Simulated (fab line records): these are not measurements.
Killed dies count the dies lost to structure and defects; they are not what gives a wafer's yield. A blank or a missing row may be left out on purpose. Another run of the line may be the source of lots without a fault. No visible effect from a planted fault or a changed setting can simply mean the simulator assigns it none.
Matching of chambers    flow n5-finfet    N5_BEOL_M3_ILD_DEP_00 on pecvd-04 has 3 sister chambers
The step deposits SiOC from DEMS/O2, target thk 79 nm, time 15.3 s. 3 wafers are shown with their chamber, then 12 later ones without.

## WAFERS WITH THEIR CHAMBER
wafer   chamber  throttle-valve-pct (%)
L088.1  2        11.5
L088.2  0        12.2
L088.6  1        14.8

## WAFERS WITHOUT THEIR CHAMBER
wafer   throttle-valve-pct (%)
L089.1  11.7
L089.2  12.5
L089.6  14.5
L091.1  12.5
L091.4  11.6
L091.5  14.7
L096.2  11.9
L096.3  12.5
L096.4  14.4
L095.2  14.7
L095.4  12.1
L095.5  11.6

## CHAMBER TAKEN BY EACH
wafer   from the rows above      in truth
L089.1  can't be placed: 2 or 0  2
L089.2  0                        0
L089.6  1                        1
L091.1  0                        0
L091.4  2                        2
L091.5  1                        1
L096.2  can't be placed: 0 or 2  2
L096.3  0                        0
L096.4  1                        1
L095.2  1                        1
L095.4  0                        0
L095.5  2                        2
10 of 12 placed correctly. Not placeable from these rows: 2 (in 2, the candidates include the true chamber). Wrongly placed: 0.
How it was worked out, from the rows above alone: a wafer's distance from a chamber is the root of the sum, over the readings, of the square of ((its reading less the chamber's mean) divided by the reading's scatter). The wafer belongs to the nearest chamber; if the next one is less than 2 further off, it can't be placed. A chamber's mean is the mean of its shown wafers. The scatter: root of mean squared gap, hidden wafer to nearest shown wafer, with one shown wafer a chamber.
